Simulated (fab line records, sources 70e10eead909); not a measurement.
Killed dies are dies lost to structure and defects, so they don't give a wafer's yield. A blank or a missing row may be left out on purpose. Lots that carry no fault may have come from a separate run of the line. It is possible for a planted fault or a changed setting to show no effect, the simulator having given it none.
fab line records	flow nand-harc	part 2 of 2: steps 5 to 6 of 6
record lots=24	wafers=72	last-day=25
route steps=1159 shown A_CONTACT@923
lots with no fault: from the same line, run without faults
start-h: start of the lot's first displayed wafer, in hours after the record's first day	wait-h: hours since the lot's step before	" repeats the value in the row above	L1.1+2: one row covering several wafers at once	- no value present, or no start provided	* or withheld: withheld	< > ~ a bound
route shown NAME@n: NAME is a module with steps in the file, n the number in the route of the first one	usual: mean/standard deviation of fault-free wafers	same: alike in all rows	chamber/n: place in a boat	sites: per-site readings	_std_site: standard deviation of those values	_edge_site: inner sites' mean taken away from outer sites' mean	radius-mm: how far each site lies from the wafer's centre	mask NAME#n: copy n	behind: the last tool/chamber to shape the wafer	hold: cause of the lot's hold/its duration in hours/its outcome	device: names the non-switching transistor (n, p or np)	end of line: tests of these same wafers at the route's end	a step with no rows: only its recipe	killed: dies that structure and defects cost at the first sort, which is not the same as the wafer's yield	map: per-die view of a wafer (x killed, . not killed, _ where there is no die)
set.NAME: the run value of the setting; set.NAME@STEP: its run value at that earlier step	model.NAME: the simulator's own value behind a step, which no gauge read
one table for each step of the route and one row for each wafer, over a sample of lots
services: from which hour (start-h, from the record's first day; less than 0 if before it) a tool's chamber was out of use, for how many hours, and why
## steps
# step NHARC_A_CONTACT_ETCH_92
# recipe target-depth-a=400	over-etch-frac=0.5	time-s=85.7	ion-energy-ev=120	ch3f-flow-sccm=50	o2-flow-sccm=30	ar-flow-sccm=200	rf-w=500	bias-w=100	chemistry=CH3F/O2
# usual bias-w=100.01/0.29	drypump-motor-current-A=5.7/0.46	oes-product-au=0.939/0.028	rf-vpp-V=244.7/1.8	showerhead-plenum-p-Torr=2.48/0.11	throttle-valve-pct=20.664/0.009
# same over-etch-frac=0.5	time-s=85.7
lot.wafer	tool	chamber	start-h	wait-h	bias-w	drypump-motor-current-A	oes-product-au	rf-hours-counter-h	rf-vpp-V	showerhead-plenum-p-Torr	throttle-valve-pct
L074.3	rie-diel-04	1	379.58	0.3	100.12	5.7	0.918	17	243.3	2.46	20.674
L074.6	"	0	"	"	99.94	5.7	0.933	-	245.1	2.55	20.658
L074.5	"	1	"	"	100.00	5.6	0.920	-	245.1	2.46	20.663
L075.2	rie-diel-10	0	384.57	0.3	100.00	5.2	0.940	7	242.6	2.32	20.669
L075.3	"	1	"	"	100.78	5.4	0.933	9	246.5	2.63	20.679
L075.5	"	3	"	"	100.21	5.3	0.929	-	246.7	2.54	20.661
L077.2	rie-diel-04	1	387.39	0.4	99.80	5.6	0.998	17	243.4	2.46	20.655
L077.3	"	0	"	"	99.76	5.7	0.997	18	245.4	2.55	20.664
L077.5	"	2	"	"	100.08	6.5	0.999	-	243.0	2.34	20.652
L076.2	rie-diel-01	0	392.69	0.3	100.26	5.6	0.937	31	241.7	2.35	20.671
L076.5	"	0	"	"	100.02	5.6	0.934	-	241.9	2.35	20.663
L076.6	"	1	"	"	100.34	6.0	0.930	-	245.5	2.54	20.658
L078.2	rie-diel-04	0	404.29	0.4	100.24	5.7	0.921	20	245.8	2.55	20.656
L078.3	"	1	"	"	100.21	5.7	0.922	20	244.0	2.46	20.673
L078.6	"	2	"	"	100.24	6.5	0.925	-	244.5	2.34	20.651
L079.4	rie-diel-04	2	410.82	0.3	99.68	6.6	0.925	20	242.4	2.34	20.648
L079.1	"	1	"	"	100.25	5.7	0.906	20	243.2	2.46	20.673
L079.6	"	2	"	"	100.47	6.5	0.919	-	241.4	2.34	20.672
L081.4	rie-diel-04	1	439.26	0.3	99.92	5.7	0.926	26	242.7	2.45	20.651
L081.1	"	2	"	"	99.78	6.6	0.926	25	242.0	2.34	20.673
L081.6	"	3	"	"	100.56	5.3	0.922	-	245.8	2.58	20.650
L083.2	rie-diel-04	2	440.81	0.4	99.85	6.6	0.922	26	242.7	2.34	20.650
L083.1	"	3	"	"	100.16	5.3	0.920	26	246.3	2.58	20.649
L083.5	"	3	"	"	100.38	5.3	0.920	-	247.9	2.58	20.663
L080.2	rie-diel-04	3	446.58	0.6	100.51	5.3	0.926	28	246.4	2.57	20.659
L080.4	"	0	"	"	99.90	5.7	0.932	29	245.1	2.55	20.663
L080.5	"	3	"	"	100.46	5.3	0.914	-	244.8	2.58	20.661
L082.2	rie-diel-01	3	451.12	0.4	100.19	5.1	0.929	56	248.1	2.64	20.661
L082.4	"	1	"	"	99.89	5.9	0.937	53	245.1	2.53	20.667
L082.3	"	2	"	"	99.33	5.4	0.937	41	242.7	2.31	20.642
L084.1	rie-diel-10	2	452.78	0.3	100.14	6.1	0.931	30	245.8	2.56	20.659
L084.2	"	3	"	"	99.95	5.3	0.925	29	244.8	2.53	20.675
L084.4	"	0	"	"	99.78	5.2	0.933	29	243.3	2.31	20.654
L088.1	rie-diel-10	3	458.21	0.3	99.46	5.3	0.914	31	244.0	2.53	20.669
L088.2	"	0	"	"	100.21	5.2	0.927	32	242.6	2.31	20.663
L088.4	"	1	"	"	100.20	5.4	0.928	34	248.5	2.62	20.642
L085.3	rie-diel-01	3	459.84	0.3	99.74	5.1	0.927	58	247.9	2.64	20.667
L085.1	"	1	"	"	99.76	6.0	0.936	55	245.6	2.53	20.674
L085.6	"	3	"	"	99.08	5.0	0.925	-	246.7	2.64	20.667
L087.3	rie-diel-01	1	463.43	0.4	99.54	6.0	0.928	56	245.0	2.53	20.656
L087.1	"	3	"	"	100.27	5.1	0.938	59	246.0	2.64	20.656
L087.5	"	0	"	"	99.87	5.5	0.925	-	242.7	2.34	20.670
L086.3	rie-diel-01	0	474.94	0.4	99.94	5.5	0.935	62	241.6	2.34	20.653
L086.5	"	2	"	"	100.32	5.4	0.939	-	242.3	2.31	20.654
L086.6	"	3	"	"	99.79	5.0	0.938	-	246.4	2.63	20.682
L090.4	rie-diel-04	2	479.04	0.3	100.18	6.6	0.993	1	242.8	2.34	20.668
L090.1	"	3	"	"	100.04	5.3	0.988	1	246.4	2.57	20.683
L090.6	"	3	"	"	100.17	5.3	0.988	-	245.4	2.57	20.671
L089.2	rie-diel-04	1	488.25	0.4	100.01	5.7	0.949	2	244.3	2.45	20.654
L089.4	"	2	"	"	100.10	6.6	0.961	2	242.3	2.34	20.673
L089.5	"	3	"	"	99.76	5.3	0.946	-	246.3	2.57	20.662
L093.1	rie-diel-04	1	493.21	0.4	99.86	5.7	0.932	2	244.9	2.45	20.655
L093.4	"	3	"	"	100.44	5.3	0.919	3	246.3	2.57	20.659
L093.5	"	1	"	"	100.00	5.7	0.907	-	244.0	2.45	20.662
L092.1	rie-diel-10	2	497.19	0.4	100.68	6.1	0.913	49	246.9	2.56	20.660
L092.4	"	3	"	"	99.93	5.3	0.932	46	244.1	2.52	20.659
L092.3	"	0	"	"	99.74	5.2	0.931	41	242.7	2.30	20.658
L091.3	rie-diel-04	0	501.55	0.3	100.12	5.7	0.928	5	246.2	2.55	20.656
L091.2	"	1	"	"	99.60	5.7	0.921	4	243.7	2.45	20.675
L091.1	"	3	"	"	100.27	5.3	0.919	4	244.9	2.57	20.662
L095.2	rie-diel-04	1	515.81	0.3	100.32	5.7	0.926	6	245.4	2.45	20.655
L095.5	"	1	"	"	99.68	5.7	0.920	-	245.3	2.45	20.662
L095.6	"	2	"	"	100.39	6.6	0.926	-	243.4	2.33	20.658
L097.1	rie-diel-01	0	518.17	0.4	99.74	5.6	1.016	6	242.7	2.33	20.664
L097.2	"	2	"	"	99.65	5.4	1.009	6	242.4	2.31	20.663
L097.5	"	0	"	"	100.30	5.6	0.996	-	242.2	2.33	20.680
L094.2	rie-diel-10	3	523.74	0.4	99.97	5.3	1.001	58	244.4	2.52	20.651
L094.4	"	2	"	"	99.81	6.1	1.007	60	246.7	2.55	20.669
L094.6	"	0	"	"	100.13	5.2	1.008	-	242.5	2.30	20.654
L096.1	rie-diel-04	2	526.72	0.3	100.39	6.6	0.905	9	242.0	2.33	20.676
L096.5	"	2	"	"	99.83	6.6	0.918	-	243.4	2.33	20.666
L096.6	"	3	"	"	100.37	5.3	0.913	-	245.7	2.57	20.658
# step NHARC_A_CONTACT_ETCH_110
# recipe target-depth-a=500	overetch-a=50	time-s=27.5	ion-energy-ev=100	cf4-flow-sccm=80	o2-flow-sccm=20	ar-flow-sccm=0	rf-w=300	bias-w=100	chemistry=CF4/O2
# usual bias-w=100.0/0.32	drypump-motor-current-A=5.7/0.44	oes-product-au=1.002/0.0066	rf-vpp-V=198.2/1.4	showerhead-plenum-p-Torr=1.35/0.058	throttle-valve-pct=13.397/0.0084
# same time-s=27.5
lot.wafer	tool	chamber	start-h	wait-h	bias-w	drypump-motor-current-A	oes-product-au	rf-hours-counter-h	rf-vpp-V	showerhead-plenum-p-Torr	throttle-valve-pct
L074.3	rie-diel-01	1	380.52	0.1	100.3	6.0	1.004	26	199.0	1.38	13.407
L074.6	"	3	"	"	99.6	5.1	1.014	-	199.7	1.44	13.401
L074.5	"	0	"	"	100.0	5.6	1.010	-	198.5	1.28	13.409
L075.3	rie-diel-04	2	385.09	0.1	99.7	6.5	1.007	17	196.6	1.27	13.397
L075.2	"	0	"	"	99.6	5.7	0.997	18	200.2	1.39	13.389
L075.5	"	3	"	"	99.7	5.3	0.994	-	198.1	1.40	13.397
L077.2	rie-diel-10	2	387.91	0.0	99.8	6.1	1.001	10	198.4	1.40	13.396
L077.3	"	3	"	"	100.1	5.3	0.997	8	197.7	1.38	13.398
L077.5	"	3	"	"	100.1	5.3	0.995	-	200.0	1.38	13.388
L076.2	rie-diel-01	3	393.20	0.1	100.2	5.0	1.009	32	198.9	1.44	13.396
L076.6	"	1	"	"	100.1	5.9	1.009	-	198.9	1.38	13.392
L076.5	"	2	"	"	100.2	5.4	1.011	-	197.0	1.26	13.405
L078.2	rie-diel-04	3	404.85	0.0	100.4	5.3	0.995	19	199.1	1.40	13.406
L078.3	"	1	"	"	99.9	5.7	0.985	20	195.9	1.33	13.393
L078.6	"	0	"	"	100.0	5.7	0.996	-	198.8	1.39	13.412
L079.4	rie-diel-04	1	411.50	0.1	100.0	5.7	1.000	21	197.3	1.33	13.394
L079.1	"	3	"	"	100.0	5.3	1.000	20	199.5	1.40	13.395
L079.6	"	1	"	"	100.4	5.7	1.000	-	199.4	1.33	13.391
L081.4	rie-diel-04	3	439.93	0.1	100.0	5.3	1.003	26	198.7	1.40	13.404
L081.1	"	1	"	"	100.2	5.6	1.007	26	198.9	1.33	13.411
L081.6	"	0	"	"	100.7	5.7	1.005	-	199.0	1.39	13.400
L083.2	rie-diel-10	1	441.48	0.1	99.4	5.4	1.005	28	199.7	1.43	13.412
L083.1	"	2	"	"	100.0	6.1	1.013	27	200.0	1.39	13.385
L083.5	"	0	"	"	100.2	5.2	1.005	-	195.9	1.25	13.395
L080.2	rie-diel-04	1	447.08	0.1	100.0	5.7	1.002	28	197.4	1.33	13.412
L080.4	"	3	"	"	99.7	5.3	0.998	28	198.2	1.40	13.381
L080.5	"	1	"	"	100.0	5.6	1.001	-	197.8	1.33	13.406
L082.3	rie-diel-04	3	451.91	0.1	99.6	5.3	0.999	29	198.4	1.40	13.406
L082.2	"	1	"	"	99.6	5.7	1.007	29	197.4	1.33	13.393
L082.4	"	2	"	"	99.7	6.6	1.001	28	197.6	1.27	13.409
L084.2	rie-diel-04	3	453.29	0.0	100.5	5.3	0.999	29	200.1	1.40	13.391
L084.1	"	1	"	"	99.5	5.7	1.000	29	197.2	1.33	13.391
L084.4	"	2	"	"	99.6	6.6	1.002	29	195.6	1.27	13.405
L088.4	rie-diel-10	1	458.72	0.1	100.2	5.4	1.013	34	199.5	1.42	13.388
L088.2	"	2	"	"	100.3	6.1	0.990	33	198.9	1.39	13.389
L088.1	"	3	"	"	99.6	5.3	1.007	31	198.0	1.37	13.391
L085.3	rie-diel-04	0	460.38	0.1	99.9	5.7	1.003	31	199.4	1.38	13.398
L085.1	"	1	"	"	99.9	5.6	1.001	31	197.1	1.33	13.372
L085.6	"	3	"	"	99.3	5.3	0.991	-	199.3	1.40	13.383
L087.3	rie-diel-04	0	464.35	0.1	100.0	5.7	1.004	33	199.3	1.38	13.415
L087.1	"	3	"	"	99.8	5.3	0.996	32	199.6	1.40	13.401
L087.5	"	0	"	"	100.5	5.7	1.002	-	198.4	1.38	13.403
L086.3	rie-diel-04	1	475.60	0.0	100.0	5.6	1.000	0	196.8	1.33	13.398
L086.5	"	1	"	"	100.2	5.6	1.004	-	199.0	1.33	13.407
L086.6	"	2	"	"	99.9	6.6	0.997	-	197.1	1.27	13.389
L090.1	rie-diel-10	3	479.55	0.1	99.6	5.3	0.999	41	199.0	1.37	13.397
L090.4	"	0	"	"	99.5	5.2	0.997	37	195.4	1.25	13.405
L090.6	"	2	"	"	100.3	6.1	1.005	-	198.5	1.39	13.400
L089.4	rie-diel-04	3	488.73	0.1	100.1	5.3	0.996	2	200.9	1.40	13.405
L089.2	"	0	"	"	99.8	5.7	0.997	2	198.0	1.38	13.405
L089.5	"	2	"	"	99.5	6.5	0.995	-	197.8	1.27	13.401
L093.1	rie-diel-04	1	493.71	0.1	99.4	5.7	0.992	2	198.2	1.33	13.416
L093.4	"	2	"	"	100.1	6.6	0.994	2	194.7	1.27	13.401
L093.5	"	0	"	"	99.8	5.7	0.993	-	199.6	1.38	13.399
L092.4	rie-diel-04	3	497.70	0.1	100.0	5.3	0.995	3	199.1	1.40	13.398
L092.1	"	0	"	"	100.2	5.7	0.998	3	198.8	1.38	13.400
L092.3	"	1	"	"	100.0	5.6	1.002	3	197.1	1.33	13.410
L091.2	rie-diel-10	1	502.22	0.1	99.9	5.4	0.996	51	199.3	1.42	13.396
L091.1	"	2	"	"	100.2	6.1	1.000	52	198.4	1.39	13.400
L091.3	"	0	"	"	100.2	5.2	0.999	45	196.1	1.25	13.394
L095.2	rie-diel-01	3	516.47	0.1	100.0	5.0	1.002	7	198.4	1.43	13.393
L095.6	"	0	"	"	100.5	5.6	1.008	-	196.2	1.27	13.394
L095.5	"	1	"	"	100.5	6.0	0.999	-	197.8	1.37	13.395
L097.1	rie-diel-10	0	518.82	0.1	99.9	5.2	1.002	49	196.0	1.25	13.417
L097.2	"	2	"	"	100.6	6.1	1.008	57	199.3	1.39	13.390
L097.5	"	0	"	"	100.6	5.2	1.001	-	197.7	1.25	13.383
L094.4	rie-diel-10	0	524.26	0.1	99.5	5.2	0.996	52	197.0	1.25	13.401
L094.2	"	1	"	"	100.4	5.4	1.002	58	198.1	1.42	13.396
L094.6	"	0	"	"	99.7	5.2	1.017	-	196.2	1.25	13.392
L096.1	rie-diel-04	3	527.25	0.1	100.0	5.3	1.007	9	199.2	1.40	13.402
L096.5	"	0	"	"	99.8	5.7	0.993	-	197.3	1.38	13.386
L096.6	"	1	"	"	100.4	5.6	1.004	-	197.8	1.33	13.381
## services
tool	chamber	start-h	hours	kind
rie-diel-10	-	353.50	9.0	pm
pecvd-02	0	354.86	18.9	repair
rie-diel-01	2	370.60	14.2	repair
rie-diel-04	0	371.42	-	clean
rie-diel-04	1	371.42	-	clean
rie-diel-04	2	371.42	-	clean
rie-diel-04	3	371.42	-	clean
pecvd-04	-	376.82	13.0	pm
rie-diel-04	-	393.64	0.7	repair
rie-diel-04	0	395.92	-	clean
rie-diel-04	1	395.92	-	clean
acl-dep-03	-	407.84	13.0	pm
pecvd-01	-	418.00	13.0	pm
rie-diel-10	2	423.51	3.3	repair
rie-diel-01	0	453.61	3.1	repair
rie-diel-01	2	458.27	8.7	repair
rie-diel-10	0	463.85	7.3	repair
rie-diel-04	-	465.95	9.0	pm
acl-dep-01	-	474.72	13.0	pm
rie-diel-01	-	492.10	9.0	pm
pecvd-04	2	496.44	7.3	repair
rie-diel-01	2	504.88	3.7	repair
pecvd-02	-	515.97	13.0	pm
rie-diel-04	-	523.29	0.9	repair
